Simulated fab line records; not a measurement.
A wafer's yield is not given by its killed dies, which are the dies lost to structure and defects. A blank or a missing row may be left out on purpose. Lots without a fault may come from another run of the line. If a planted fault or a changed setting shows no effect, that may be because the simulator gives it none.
fab line records	flow n5-finfet
record lots=6	wafers=18	last-day=18
route steps=1938 shown ZERO_LAYER@9 WELL_APT@20 BEOL_M4@1111 PASSIVATION@1936
lots with no fault: from the same line, run without faults
start-h: the number of hours between the record's first day and the start of the first shown wafer of the lot	wait-h: hours elapsed since this lot's preceding step	" unchanged from the row above	L1.1+2: a row that stands for several wafers	- no value, or no start given	* or withheld: withheld	< > ~ a bound
route shown NAME@n: NAME is a module with steps in the file, n the number in the route of the first one	usual: mean/standard deviation taken from wafers without a fault	same: alike in all rows	chamber/n: place in a boat	sites: per-site readings	_std_site: the standard deviation of these	_edge_site: inner sites' mean taken away from outer sites' mean	radius-mm: how far each site lies from the wafer's centre	mask NAME#n: copy n	behind: the most recent tool/chamber to have shaped the wafer	hold: reason for holding the lot/hours on hold/outcome of the hold	device: the n, p or np transistor that did not switch	end of line: the route-end tests of the same wafers	a step given without rows: its recipe and nothing more	killed: dies lost to structure and defects at the first sort, not the wafer's yield	map: dies across one wafer; x = killed, . = not, _ = none there
set.NAME: the setting that was run; set.NAME@STEP: the one run at that earlier step	model.NAME: the simulator's own value behind a step, which no gauge read
lots at selected steps of the route; one table per step, one row per wafer
services: when a tool's chamber went out of use (start-h, in hours from the record's first day, below 0 if earlier), for how many hours, and the reason
## steps
# step N5_ZERO_LAYER_EXPOSE_08
# recipe mask-id=ZERO	na=0.55	source-shape=conventional	sigma-outer=0.8	polarization=unpolarized	defocus-nm=0	target-cd-nm=2000	dose-mj=16.2
# step N5_ZERO_LAYER_PEB_09
# recipe peb-temp-c=withheld	peb-time-s=*
# step N5_ZERO_LAYER_DEVELOP_10
# recipe develop-time-s=60	rinse-liquid=diw	dry=air-spin	dev-temp-c=21
# step N5_ZERO_LAYER_HARDBAKE_23
# recipe temp-c=130	time-s=120
# step N5_ZERO_LAYER_CD_MEAS_11
# recipe target-cd-nm=2000	landing-energy-ev=500	detector=se-inlens
# usual cd-nm=1999/3.1
lot.wafer	tool	chamber	start-h	wait-h	cd-nm
L291.1	cd-sem-02	0	24.77	-	1997
L291.2	"	0	"	"	1999
L291.3	"	0	"	"	1995
L295.1	cd-sem-02	0	48.77	-	2000
L295.2	"	0	"	"	2001
L295.6	"	0	"	"	1999
L301.4	cd-sem-01	0	84.65	-	1998
L301.5	"	0	"	"	2002
L301.6	"	0	"	"	2000
L303.2	cd-sem-01	0	96.64	-	2002
L303.4	"	0	"	"	1999
L303.6	"	0	"	"	1996
L305.3	cd-sem-02	0	108.77	-	2002
L305.4	"	0	"	"	1998
L305.5	"	0	"	"	2005
L309.1	cd-sem-02	0	132.64	-	2001
L309.4	"	0	"	"	2006
L309.6	"	0	"	"	2003
# step N5_ZERO_LAYER_DESCUM_16
# recipe chemistry=O2	time-s=7.9	source-power-w=50	bias-power-w=20	pressure-mtorr=20	rf-frequency-hz=2.712e+07	temp-c=40	o2-flow-sccm=225
# usual drypump-motor-current-A=5.5/0.48	oes-product-au=0.79/0.083	rf-vpp-V=242.9/1.3	showerhead-plenum-p-Torr=2.08/0.063	throttle-valve-pct=20.47/0.18
lot.wafer	tool	chamber	start-h	wait-h	drypump-motor-current-A	oes-product-au	rf-hours-counter-h	rf-vpp-V	showerhead-plenum-p-Torr	throttle-valve-pct
L291.1	rie-diel-03	0	24.80	0.0	5.0	0.71	232	241.4	1.97	20.41
L291.2	"	2	"	"	5.0	0.87	57	243.5	2.11	20.26
L291.3	"	3	"	"	6.2	0.94	2	243.2	2.05	20.36
L295.1	rie-diel-01	0	48.80	0.0	5.4	0.71	224	242.3	1.98	20.81
L295.2	"	2	"	"	5.4	0.69	238	242.9	2.06	20.52
L295.6	"	1	"	"	5.1	0.77	-	242.7	2.00	20.69
L301.4	rie-diel-03	1	84.68	0.0	5.6	0.75	168	242.8	2.10	20.72
L301.5	"	2	"	"	5.1	0.84	-	243.9	2.11	20.28
L301.6	"	1	"	"	5.6	0.75	-	243.1	2.10	20.70
L303.2	rie-diel-03	3	96.69	0.1	6.2	0.87	23	242.3	2.05	20.41
L303.4	"	3	"	"	6.2	0.87	-	242.9	2.05	20.40
L303.6	"	2	"	"	5.1	0.83	-	243.7	2.11	20.29
L305.3	rie-diel-03	0	108.80	0.0	5.0	1.02	1	245.7	2.22	20.18
L305.4	"	1	"	"	5.6	0.74	175	243.1	2.10	20.72
L305.5	"	0	"	"	5.0	1.02	-	246.2	2.22	20.15
L309.1	rie-diel-03	0	132.69	0.0	4.9	0.96	10	244.8	2.22	20.17
L309.4	"	2	"	"	5.1	0.83	91	242.0	2.10	20.32
L309.6	"	0	"	"	4.9	0.96	-	244.1	2.22	20.16
# step N5_ZERO_LAYER_ETCH_17
# recipe chemistry=CF4	target=SiO2	target-depth-a=120	time-s=13.3	ion-energy-ev=350	pressure-mtorr=40	source-w=450	bias-w=215	Ar_flow_sccm=100	cf4-flow-sccm=100
# usual bias-w=215.0/0.6	drypump-motor-current-A=5.5/0.48	oes-product-au=0.79/0.085	rf-vpp-V=948/3.9	showerhead-plenum-p-Torr=2.13/0.067	throttle-valve-pct=15.72/0.17
lot.wafer	tool	chamber	start-h	wait-h	bias-w	drypump-motor-current-A	oes-product-au	rf-hours-counter-h	rf-vpp-V	showerhead-plenum-p-Torr	throttle-valve-pct
L291.1	rie-diel-03	0	24.84	0.0	214.2	5.0	0.71	232	941	2.03	15.77
L291.2	"	2	"	"	214.8	5.1	0.88	57	950	2.19	15.65
L291.3	"	3	"	"	215.4	6.2	0.95	2	947	2.12	15.61
L295.1	rie-diel-01	0	48.84	0.0	214.5	5.3	0.69	224	943	2.02	15.94
L295.2	"	2	"	"	215.9	5.5	0.67	238	948	2.10	15.73
L295.6	"	1	"	"	214.2	5.1	0.77	-	944	2.07	15.86
L301.4	rie-diel-03	1	84.72	0.0	214.7	5.6	0.75	168	949	2.14	15.85
L301.5	"	2	"	"	215.2	5.1	0.85	-	951	2.18	15.70
L301.6	"	1	"	"	216.0	5.6	0.75	-	948	2.14	15.86
L303.2	rie-diel-03	3	96.73	0.0	214.8	6.2	0.88	23	945	2.11	15.65
L303.4	"	3	"	"	214.8	6.2	0.88	-	947	2.11	15.65
L303.6	"	2	"	"	214.0	5.1	0.85	-	951	2.18	15.70
L305.3	rie-diel-03	0	108.84	0.0	215.1	5.0	1.03	1	957	2.28	15.35
L305.4	"	1	"	"	213.7	5.6	0.75	175	949	2.13	15.89
L305.5	"	0	"	"	215.0	5.0	1.02	-	957	2.28	15.35
L309.1	rie-diel-03	0	132.73	0.0	215.3	5.0	0.98	10	957	2.28	15.38
L309.4	"	2	"	"	215.7	5.1	0.84	91	950	2.18	15.72
L309.6	"	0	"	"	215.9	4.9	0.97	-	958	2.28	15.37
# step N5_ZERO_LAYER_ETCH_18
# recipe chemistry=HBr/Cl2	target=Si	target-depth-a=1200	time-s=40	pressure-mtorr=10	icp-w=800	bias-w=75	HBr_flow_sccm=150	Cl2_flow_sccm=80
# usual bias-w=75.02/0.2	drypump-motor-current-A=5.4/0.42	oes-product-au=0.992/0.014	throttle-valve-pct=36.6/0.3
lot.wafer	tool	chamber	start-h	wait-h	bias-w	drypump-motor-current-A	oes-product-au	rf-hours-counter-h	throttle-valve-pct
L291.1	rie-si-01	2	24.91	0.0	75.00	4.9	0.978	142	36.6
L291.2	"	3	"	"	74.77	5.3	0.990	3	36.0
L291.3	"	0	"	"	75.18	6.7	0.990	6	36.7
L295.1	rie-si-02	1	48.91	0.0	75.02	5.3	0.997	123	36.5
L295.2	"	0	"	"	75.21	5.2	0.984	24	36.6
L295.6	"	0	"	"	75.00	5.2	0.982	-	36.7
L301.4	rie-si-01	2	84.79	0.0	74.80	4.9	0.979	144	36.7
L301.5	"	0	"	"	74.70	6.6	0.991	-	36.7
L301.6	"	1	"	"	75.27	5.8	1.000	-	36.7
L303.2	rie-si-01	3	96.80	0.0	74.87	5.4	0.987	5	36.1
L303.4	"	2	"	"	74.69	4.9	0.998	144	36.6
L303.6	"	2	"	"	74.48	4.9	0.999	-	36.6
L305.3	rie-si-02	3	108.92	0.1	74.96	5.8	0.968	154	36.3
L305.4	"	2	"	"	74.95	5.2	0.990	3	37.0
L305.5	"	1	"	"	75.09	5.3	0.998	-	36.5
L309.1	rie-si-02	2	132.80	0.0	74.97	5.2	0.994	3	37.0
L309.4	"	1	"	"	75.10	5.3	1.001	124	36.6
L309.6	"	2	"	"	75.22	5.2	0.998	-	37.0
# step N5_ZERO_LAYER_STRIP_24
# recipe chemistry=O2	power-w=1000	temp-c=250	overash-fraction=0.3	pressure-mtorr=1000	o2-flow-sccm=6750
# usual drypump-motor-current-A=5.7/0.42	heater-power-w=341/21	oes-product-au=0.646/0.0048	strip-time-to-endpoint-s=43.82/0.083
# same overash-fraction=0.3
lot.wafer	tool	chamber	start-h	wait-h	drypump-motor-current-A	heater-power-w	oes-product-au	rf-hours-counter-h	strip-time-to-endpoint-s
L291.1	plasma-asher-01	1	25.02	0.1	5.3	333	0.650	79	43.82
L291.2	"	0	"	"	5.5	318	0.651	79	43.83
L291.3	"	1	"	"	5.4	332	0.655	-	43.80
L295.1	plasma-asher-01	0	49.02	0.1	5.6	312	0.646	84	43.89
L295.2	"	1	"	"	5.3	340	0.636	84	43.93
L295.6	"	1	"	"	5.4	325	0.649	-	43.82
L301.4	plasma-asher-02	1	84.91	0.1	5.6	367	0.647	-	43.67
L301.5	"	0	"	"	6.4	344	0.644	-	43.68
L301.6	"	1	"	"	5.5	367	0.655	-	43.65
L303.2	plasma-asher-02	1	96.91	0.1	5.6	372	0.641	33	43.83
L303.4	"	0	"	"	6.4	345	0.649	-	43.86
L303.6	"	1	"	"	5.6	367	0.650	-	43.71
L305.3	plasma-asher-01	1	109.05	0.1	5.4	339	0.650	-	43.66
L305.4	"	0	"	"	5.5	312	0.646	-	43.71
L305.5	"	1	"	"	5.4	333	0.648	-	43.81
L309.1	plasma-asher-01	0	132.90	0.1	5.5	317	0.649	101	43.85
L309.4	"	0	"	"	5.6	309	0.643	-	43.93
L309.6	"	0	"	"	5.5	315	0.637	-	43.79
# step N5_ZERO_LAYER_STRIP_19
# recipe chemistry=SPM	time-s=900	temp-c=130	h2so4-h2o2-vol-ratio=4	dry=ipa-marangoni
# step N5_ZERO_LAYER_INSPECT_20
# recipe inspect-instrument=darkfield	mode=post-clean
# usual raw-defect-count=37/16
lot.wafer	tool	chamber	start-h	wait-h	raw-defect-count
L291.1	defect-inspect-02	-	25.38	0.0	35
L291.2	"	-	"	"	57
L291.3	"	-	"	"	26
L295.1	defect-inspect-01	-	49.38	0.0	25
L295.2	"	-	"	"	29
L295.6	"	-	"	"	52
L301.4	defect-inspect-01	-	85.26	0.0	43
L301.5	"	-	"	"	44
L301.6	"	-	"	"	43
L303.2	defect-inspect-02	-	97.27	0.0	20
L303.4	"	-	"	"	21
L303.6	"	-	"	"	24
L305.3	defect-inspect-02	-	109.39	0.0	32
L305.4	"	-	"	"	53
L305.5	"	-	"	"	42
L309.1	defect-inspect-02	-	133.26	0.0	26
L309.4	"	-	"	"	24
L309.6	"	-	"	"	29
# step N5_WELL_APT_HMDS_01
# recipe time-s=60	temp-c=120
# step N5_WELL_APT_COAT_02
# recipe spin-rpm=1357	resist-thk-nm=950
# usual resist-line-temp-C=23.00/0.09	spin-speed-rpm=1357.0/0.86
lot.wafer	tool	chamber	start-h	wait-h	resist-line-temp-C	spin-speed-rpm	model.coat_of_WELL_APT_COAT_02.thk-nm
L291.1	litho-track-04	0	25.41	-	22.96	1356.2	952.5
L291.2	"	0	"	"	22.86	1356.5	955.6
L291.3	"	0	"	"	22.92	1357.2	953.8
L295.1	litho-track-04	0	49.41	-	23.02	1357.6	952.2
L295.2	"	0	"	"	23.09	1357.3	952.9
L295.6	"	0	"	"	23.11	1358.0	950.1
L301.4	litho-track-01	0	85.29	-	23.05	1358.4	951.2
L301.5	"	0	"	"	22.91	1355.8	952
L301.6	"	0	"	"	22.87	1356.9	948.7
L303.2	litho-track-04	0	97.30	-	22.95	1358.0	948.1
L303.4	"	0	"	"	23.06	1357.0	946
L303.6	"	0	"	"	22.92	1357.9	948.6
L305.3	litho-track-04	0	109.42	-	22.95	1317.6	962.1
L305.4	"	0	"	"	23.09	1317.9	963.3
L305.5	"	0	"	"	23.13	1317.1	963.2
L309.1	litho-track-04	0	133.30	-	22.85	1317.4	966.7
L309.4	"	0	"	"	22.93	1316.9	966.6
L309.6	"	0	"	"	22.80	1318.1	967.5
# step N5_WELL_APT_EBR_04
# recipe solvent=PGMEA	ebr-width-mm=1.5
# step N5_WELL_APT_SOFTBAKE_03
# recipe temp-c=130	time-s=60
# step N5_WELL_APT_EXPOSE_05
# recipe mask-id=NWELL	na=0.8	source-shape=conventional	sigma-outer=0.8	polarization=unpolarized	defocus-nm=0	target-cd-nm=200	dose-mj=20.3
# step N5_WELL_APT_PEB_06
# recipe peb-temp-c=130	peb-time-s=90
# step N5_WELL_APT_DEVELOP_07
# recipe develop-time-s=45	rinse-liquid=surfactant-rinse	dry=air-spin	dev-temp-c=21
# step N5_WELL_APT_HARDBAKE_12
# recipe temp-c=130	time-s=120
# step N5_WELL_APT_CD_MEAS_08
# recipe target-cd-nm=200	landing-energy-ev=500	detector=se-inlens
# usual cd-nm=199.4/2.1
lot.wafer	tool	chamber	start-h	wait-h	cd-nm
L291.1	cd-sem-02	0	25.81	-	200.0
L291.2	"	0	"	"	199.2
L291.3	"	0	"	"	201.4
L295.1	cd-sem-02	0	49.81	-	198.0
L295.2	"	0	"	"	196.6
L295.6	"	0	"	"	198.9
L301.4	cd-sem-01	0	85.69	-	197.0
L301.5	"	0	"	"	197.2
L301.6	"	0	"	"	197.7
L303.2	cd-sem-01	0	97.70	-	202.7
L303.4	"	0	"	"	201.3
L303.6	"	0	"	"	198.2
L305.3	cd-sem-02	0	109.82	-	202.4
L305.4	"	0	"	"	197.0
L305.5	"	0	"	"	201.4
L309.1	cd-sem-01	0	133.69	-	199.0
L309.4	"	0	"	"	201.7
L309.6	"	0	"	"	198.7
# step N5_WELL_APT_OVL_MEAS_09
# recipe points-per-wafer=44
# usual NWELL_OVL=1/5.6
lot.wafer	tool	chamber	start-h	wait-h	NWELL_OVL[nm]
L291.1	overlay-01	0	25.84	0.0	4
L291.2	"	0	"	"	0
L291.3	"	0	"	"	1
L295.1	overlay-02	0	49.84	0.0	-2
L295.2	"	0	"	"	6
L295.6	"	0	"	"	1
L301.4	overlay-02	0	85.71	0.0	-7
L301.5	"	0	"	"	5
L301.6	"	0	"	"	-1
L303.2	overlay-02	0	97.73	0.0	-1
L303.4	"	0	"	"	3
L303.6	"	0	"	"	-3
L305.3	overlay-01	0	109.85	0.0	0
L305.4	"	0	"	"	9
L305.5	"	0	"	"	3
L309.1	overlay-02	0	133.72	0.0	3
L309.4	"	0	"	"	0
L309.6	"	0	"	"	-3
# step N5_WELL_APT_INSPECT_10
# recipe mode=adi	inspect-instrument=macro
# usual raw-defect-count=2.1/1.3
lot.wafer	tool	chamber	start-h	wait-h	raw-defect-count
L291.1	defect-inspect-02	-	25.86	0.0	2
L291.2	"	-	"	"	2
L291.3	"	-	"	"	1
L295.1	defect-inspect-02	-	49.86	0.0	1
L295.2	"	-	"	"	1
L295.6	"	-	"	"	3
L301.4	defect-inspect-01	-	85.74	0.0	4
L301.5	"	-	"	"	3
L301.6	"	-	"	"	3
L303.2	defect-inspect-02	-	97.75	0.0	5
L303.4	"	-	"	"	1
L303.6	"	-	"	"	3
L305.3	defect-inspect-02	-	109.87	0.0	1
L305.4	"	-	"	"	3
L305.5	"	-	"	"	2
L309.1	defect-inspect-01	-	133.74	0.0	3
L309.4	"	-	"	"	1
L309.6	"	-	"	"	0
# step N5_WELL_APT_DESCUM_13
# recipe chemistry=O2	time-s=7.9	source-power-w=50	bias-power-w=20	pressure-mtorr=20	rf-frequency-hz=2.712e+07	temp-c=40	o2-flow-sccm=225
# usual drypump-motor-current-A=5.6/0.51	oes-product-au=0.78/0.082	rf-vpp-V=243.5/1.1	showerhead-plenum-p-Torr=2.12/0.062	throttle-valve-pct=20.4/0.33
lot.wafer	tool	chamber	start-h	wait-h	drypump-motor-current-A	oes-product-au	rf-hours-counter-h	rf-vpp-V	showerhead-plenum-p-Torr	throttle-valve-pct	model.coat_of_WELL_APT_COAT_02.thk-nm
L291.1	rie-diel-06	0	26.48	0.6	5.3	0.80	125	244.3	2.16	20.3	934.4
L291.2	"	2	"	"	5.4	0.72	212	244.8	2.17	20.6	937.5
L291.3	"	1	"	"	6.4	0.93	26	244.2	2.14	19.9	935.7
L295.1	rie-diel-05	2	49.89	0.0	5.9	0.93	13	242.0	2.06	20.2	934.1
L295.2	"	1	"	"	4.9	0.74	143	243.6	2.10	20.1	934.9
L295.6	"	0	"	"	6.3	0.84	-	243.2	2.00	20.0	931.9
L301.4	rie-diel-02	2	85.78	0.0	5.1	0.72	162	246.4	2.18	20.6	933
L301.5	"	0	"	"	6.2	0.72	-	244.2	2.19	20.9	933.9
L301.6	"	3	"	"	5.3	0.69	-	244.8	2.17	20.8	930.5
L303.2	rie-diel-05	1	97.79	0.0	4.9	0.73	157	242.2	2.09	20.1	930.1
L303.4	"	0	"	"	6.3	0.83	90	243.1	1.99	20.0	927.8
L303.6	"	1	"	"	4.9	0.73	-	241.9	2.09	20.1	930.6
L305.3	rie-diel-06	3	109.90	0.0	4.8	0.97	9	243.0	2.06	19.9	944
L305.4	"	2	"	"	5.5	0.69	240	244.2	2.16	20.6	945.2
L305.5	"	1	"	"	6.5	0.89	-	242.5	2.13	19.9	945.1
L309.1	rie-diel-02	3	133.78	0.0	5.3	0.68	234	244.3	2.17	20.8	948.5
L309.4	"	2	"	"	5.1	0.71	178	245.8	2.18	20.6	948.4
L309.6	"	3	"	"	5.3	0.68	-	243.2	2.17	20.8	949.3
# step N5_WELL_APT_IMPLANT_14
# recipe species=P	energy-kev=160	dose-cm2=1.5e+13	tilt-deg=0	rotation-deg=0
# step N5_BEOL_M4_RC_MEAS_101
# usual DIBL_N=36.5/2.2	DIBL_P=36.9/2.9	IOFF_N=0.17/0.044	IOFF_P=0.22/0.052	ION_N=671/16	ION_P=461/10	SS_N=71.6/0.73	SS_P=73.5/0.79	VT_N=250/4.1	VT_P=-250/4.1
lot.wafer	tool	chamber	start-h	wait-h	DIBL_N[mV/V]	DIBL_P[mV/V]	IOFF_N[nA/um]	IOFF_P[nA/um]	ION_N[uA/um]	ION_P[uA/um]	SS_N[mV/dec]	SS_P[mV/dec]	VT_N[mV]	VT_P[mV]
L291.1	prober-01	0	203.00	0.0	35.3	35.6	0.13	0.19	650	447	71.8	72.9	254	-251
L291.2	"	0	"	"	40.3	42.1	0.22	0.30	684	465	72.8	74.7	248	-249
L291.3	"	0	"	"	36.6	38.1	0.15	0.23	671	465	71.7	73.6	251	-247
L295.1	prober-01	0	212.77	0.0	36.6	36.5	0.19	0.21	668	452	73.5	74.4	247	-251
L295.2	"	0	"	"	28.8	27.5	0.08	0.10	642	442	70.4	72.3	257	-261
L295.6	"	0	"	"	36.4	36.8	0.19	0.22	665	454	72.6	74.2	247	-250
L301.4	prober-02	0	259.03	0.5	38.6	40.0	0.23	0.27	699	472	72.3	73.7	245	-246
L301.5	"	0	"	"	37.7	37.5	0.20	0.23	671	457	72.1	74.2	247	-246
L301.6	"	0	"	"	38.1	40.1	0.22	0.29	689	473	71.1	74.0	245	-243
L303.2	prober-02	0	268.72	0.2	38.8	40.6	0.19	0.26	666	463	71.6	74.2	248	-248
L303.4	"	0	"	"	34.5	34.9	0.13	0.18	662	460	71.5	73.4	253	-252
L303.6	"	0	"	"	34.7	35.1	0.12	0.18	662	455	71.3	73.3	254	-257
L305.3	prober-02	0	287.28	0.3	35.0	33.6	0.13	0.18	681	466	71.2	72.6	251	-250
L305.4	"	0	"	"	39.6	39.2	0.24	0.27	695	468	72.1	74.2	243	-248
L305.5	"	0	"	"	36.3	35.6	0.17	0.21	690	476	71.6	73.1	248	-251
L309.1	prober-02	0	315.57	0.0	37.2	37.1	0.19	0.28	680	470	71.5	74.5	248	-243
L309.4	"	0	"	"	37.0	37.2	0.19	0.28	690	481	71.4	74.3	248	-241
L309.6	"	0	"	"	32.8	32.4	0.12	0.20	669	472	69.6	72.9	250	-244
# step N5_PASSIVATION_PROBE_49
# usual defect-limited-yield=91.3/1.4	killed_at_M0_to_M3=36/10	killed_at_M4_up=13/5.4	killed-at-contacts=12/5.3	killed-at-front-end=39/10	killed-at-other=3.2/2.7	killed-dies=103/16	killed-open=68/13	killed-short=33/6.6	sort_bin_4_leakage=0.01/0.031	sort_bin_5_function=5.1/0.92	sort_bin_6_memory=3.3/0.68	sort_bin_8_speed=0.1/0.41	sort-n-pass=1077/17	sort-yield-pct=91.2/1.4
# same gross-dies=1180	killed-at-back-side=0
lot.wafer	tool	chamber	start-h	wait-h	defect-limited-yield[%]	killed_at_M0_to_M3	killed_at_M4_up	killed-at-contacts	killed-at-front-end	killed-at-other	killed-dies	killed-open	killed-short	sort_bin_4_leakage[%]	sort_bin_5_function[%]	sort_bin_6_memory[%]	sort_bin_8_speed[%]	sort-n-pass	sort-yield-pct[%]
L291.1	prober-01	-	307.44	0.2	87.9	39	17	18	67	2	143	98	45	0	7.4	4.6	0	1037	87.9
L291.2	prober-01	-	307.49	0.2	91.9	34	4	15	36	7	96	63	31	0	4.7	3.1	0	1084	91.9
L291.3	prober-01	-	307.54	0.3	92.3	24	16	11	37	3	91	53	37	0	4.2	3.1	0	1089	92.3
L295.1	prober-01	-	325.38	0.0	91.7	41	7	10	38	2	98	58	38	0	5.0	3.1	0	1082	91.7
L295.2	prober-01	-	325.43	0.1	91.3	44	9	13	36	1	103	62	38	0	4.5	3.8	0.8	1068	90.5
L295.6	prober-01	-	325.63	0.3	93.7	35	10	7	22	0	74	49	23	0	3.3	2.4	0	1106	93.7
L301.4	prober-01	-	365.76	0.3	91.2	28	21	6	41	8	104	76	21	0	5.3	2.8	0	1076	91.2
L301.5	prober-01	-	365.81	0.4	89.7	53	20	21	26	2	122	74	45	0	5.9	4.1	0	1058	89.7
L301.6	prober-01	-	365.86	0.4	90.5	37	18	8	41	8	112	75	31	0	5.0	4.3	0	1068	90.5
L303.2	prober-02	-	374.87	0.1	89.6	48	26	12	36	1	123	73	46	0	6.2	3.5	0	1057	89.6
L303.4	prober-02	-	374.97	0.2	92.0	37	23	7	27	0	94	64	28	0	4.6	3.2	0	1086	92.0
L303.6	prober-02	-	375.07	0.3	91.3	33	13	6	50	1	103	69	33	0	5.8	2.9	0	1077	91.3
L309.1	prober-01	-	429.92	0.0	91.8	33	16	9	34	5	97	63	32	0	4.6	3.3	0	1083	91.8
L309.4	prober-01	-	430.07	0.2	89.7	39	22	12	46	2	121	80	36	0	6.4	3.4	0	1059	89.7
L309.6	prober-01	-	430.17	0.3	90.7	43	12	2	51	2	110	59	36	0	5.3	2.5	0	1070	90.7
# killed by level:class
L291.1 STI_FIN_REVEAL:geometric-particle:open=19 BEOL_M0_SAQP:geometric-particle:short=18 FIN_SAQP:geometric-particle:open=16 BEOL_M0_SAQP:geometric-particle:open=14 MOL_CONTACT_COAG:geometric-particle:open=12 BEOL_M4:geometric-particle:open=12 GATE_CUT:geometric-particle:open=7 MOL_CONTACT_COAG:geometric-particle:short=6
L291.2 MOL_CONTACT_COAG:geometric-particle:open=12 BEOL_M0_SAQP:geometric-particle:short=10 FIN_SAQP:geometric-particle:short=9 BEOL_M0_SAQP:geometric-particle:open=9 FIN_SAQP:geometric-particle:open=7 STI_FIN_REVEAL:geometric-particle:open=7 BEOL_M3:geometric-particle:open=5 BEOL_M2:geometric-particle:open=4
L291.3 STI_FIN_REVEAL:geometric-particle:open=12 BEOL_M0_SAQP:geometric-particle:short=12 BEOL_M4:geometric-particle:open=10 MOL_CONTACT_COAG:geometric-particle:open=8 GATE_CUT:geometric-particle:short=6 STARTING-WAFER:geometric-particle:short=6 BEOL_M1:geometric-particle:open=5 FIN_SAQP:geometric-particle:short=3
L295.1 FIN_SAQP:geometric-particle:open=13 FIN_SAQP:geometric-particle:short=11 BEOL_M1:geometric-particle:open=11 BEOL_M0_SAQP:geometric-particle:short=8 BEOL_M3:geometric-particle:open=8 MOL_CONTACT_COAG:geometric-particle:open=6 BEOL_M2:geometric-particle:open=6 GATE_CUT:geometric-particle:short=4
L295.2 BEOL_M0_SAQP:geometric-particle:short=16 MOL_CONTACT_COAG:geometric-particle:open=11 FIN_SAQP:geometric-particle:open=9 BEOL_M0_SAQP:geometric-particle:open=9 FIN_SAQP:geometric-particle:short=8 STI_FIN_REVEAL:geometric-particle:open=8 BEOL_M1:geometric-particle:open=8 BEOL_M3:geometric-particle:open=7
L295.6 BEOL_M3:geometric-particle:open=9 BEOL_M0_SAQP:geometric-particle:open=8 MOL_CONTACT_COAG:geometric-particle:open=7 FIN_SAQP:geometric-particle:short=6 BEOL_M1:geometric-particle:open=6 STARTING-WAFER:geometric-particle:short=6 BEOL_M4:geometric-particle:open=5 BEOL_M0_SAQP:geometric-particle:short=4
L301.4 BEOL_M4:geometric-particle:open=14 BEOL_M0_SAQP:geometric-particle:open=10 FIN_SAQP:geometric-particle:open=8 HKMG_FIN:area-etch=7 STI_FIN_REVEAL:geometric-particle:open=6 BEOL_M2:geometric-particle:open=5 BEOL_M3:geometric-particle:open=5 DUMMY_GATE:geometric-particle:open=4
L301.5 BEOL_M0_SAQP:geometric-particle:short=15 MOL_CONTACT_COAG:geometric-particle:open=12 FIN_SAQP:geometric-particle:open=11 BEOL_M0_SAQP:geometric-particle:open=11 BEOL_M3:geometric-particle:open=10 MOL_CONTACT_COAG:geometric-particle:short=9 BEOL_M2:geometric-particle:open=8 BEOL_M4:geometric-particle:open=6
L301.6 FIN_SAQP:geometric-particle:open=18 BEOL_M0_SAQP:geometric-particle:open=11 BEOL_M0_SAQP:geometric-particle:short=8 BEOL_M4:geometric-particle:open=8 MOL_CONTACT_COAG:geometric-particle:open=7 FIN_SAQP:geometric-particle:short=5 BEOL_M3:geometric-particle:open=5 BEOL_M2:geometric-particle:open=4
L303.2 BEOL_M0_SAQP:geometric-particle:short=11 FIN_SAQP:geometric-particle:short=10 FIN_SAQP:geometric-particle:open=9 BEOL_M0_SAQP:geometric-particle:open=9 MOL_CONTACT_COAG:geometric-particle:open=8 BEOL_M4:geometric-particle:open=8 BEOL_M2:geometric-particle:open=7 BEOL_M3:geometric-particle:open=7
L303.4 BEOL_M1:geometric-particle:open=13 FIN_SAQP:geometric-particle:open=8 BEOL_M0_SAQP:geometric-particle:short=8 MOL_CONTACT_COAG:geometric-particle:open=7 BEOL_M0_SAQP:geometric-particle:open=7 BEOL_M4:geometric-particle:open=6 FIN_SAQP:geometric-particle:short=5 BEOL_M5:geometric-particle:open=5
L303.6 STI_FIN_REVEAL:geometric-particle:open=11 BEOL_M4:geometric-particle:open=9 FIN_SAQP:geometric-particle:open=8 DUMMY_GATE:geometric-particle:open=8 BEOL_M0_SAQP:geometric-particle:open=7 BEOL_M1:geometric-particle:open=7 GATE_CUT:geometric-particle:short=6 MOL_CONTACT_COAG:geometric-particle:open=5
L309.1 BEOL_M2:geometric-particle:open=10 BEOL_M4:geometric-particle:open=10 MOL_CONTACT_COAG:geometric-particle:open=8 BEOL_M0_SAQP:geometric-particle:short=8 FIN_SAQP:geometric-particle:open=7 FIN_SAQP:geometric-particle:short=6 STI_FIN_REVEAL:geometric-particle:open=6 STARTING-WAFER:geometric-particle:short=6
L309.4 BEOL_M4:geometric-particle:open=14 BEOL_M0_SAQP:geometric-particle:open=11 MOL_CONTACT_COAG:geometric-particle:open=10 BEOL_M0_SAQP:geometric-particle:short=8 STI_FIN_REVEAL:geometric-particle:open=7 BEOL_M1:geometric-particle:open=7 GATE_CUT:geometric-particle:short=5 FIN_SAQP:geometric-particle:open=4
L309.6 HKMG_FIN:area-etch=13 BEOL_M0_SAQP:geometric-particle:open=12 FIN_SAQP:geometric-particle:open=10 BEOL_M0_SAQP:geometric-particle:short=10 GATE_CUT:geometric-particle:short=7 STI_FIN_REVEAL:geometric-particle:open=7 BEOL_M2:geometric-particle:open=7 BEOL_M3:geometric-particle:open=6
## services
tool	chamber	start-h	hours	kind
rie-si-02	1	4.82	7.5	repair
rie-diel-05	-	5.20	0.2	repair
rie-diel-03	2	6.01	12.1	repair
rie-diel-02	3	24.79	6.3	repair
rie-diel-05	3	39.99	7.1	repair
rie-diel-02	3	42.32	4.4	repair
rie-diel-06	-	46.53	2.8	pm
rie-diel-03	0	55.84	5.4	repair
litho-track-04	-	56.20	-	consumable-replace:filter
rie-diel-06	3	61.57	-	clean
rie-diel-06	3	61.57	-	consumable-replace:focus-ring
rie-diel-06	3	61.57	14.3	scheduled-down
rie-diel-06	3	61.57	14.3	vent-cycle
rie-diel-06	3	89.22	5.0	repair
rie-diel-03	0	92.95	-	clean
rie-diel-03	0	92.95	-	consumable-replace:focus-ring
rie-diel-03	0	92.95	-	consumable-replace:showerhead
rie-diel-03	0	92.95	12.8	scheduled-down
rie-diel-03	0	92.95	12.8	vent-cycle
rie-diel-01	2	99.32	-	clean
rie-diel-01	2	99.32	-	consumable-replace:focus-ring
rie-diel-01	2	99.32	21.5	scheduled-down
rie-diel-01	2	99.32	21.5	vent-cycle
rie-diel-05	1	121.32	1.8	repair
## key
first-sign step=N5_WELL_APT_COAT_02	reading=spin-speed-rpm	direction=down	sigmas=46	usual=*	struck=*
effect none on later readings
model-effect step=N5_WELL_APT_COAT_02	value=coat_of_WELL_APT_COAT_02.thk-nm	without=950.5	struck=964.9
model-effect step=N5_WELL_APT_DESCUM_13	value=coat_of_WELL_APT_COAT_02.thk-nm	without=932.4	struck=946.7
met-at N5_WELL_APT_COAT_02
struck-wafers L305.3,L305.4,L305.5,L309.1,L309.4,L309.6
baseline-loss step=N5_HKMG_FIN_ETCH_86	wafers=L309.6
onset-between 97.30 109.42
fault kind=process-parameter-drift	tool=litho-track-04	chamber=-	onset-h=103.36	steps=N5_WELL_APT_COAT_02	channel=spin-rpm	offset=*	shape=step	end-h=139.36	acts-in=*	stated=*
# baseline-loss: these wafers lose ten dies or more at that step, a loss of the line's own and not of a fault; the sort's usual values leave them out
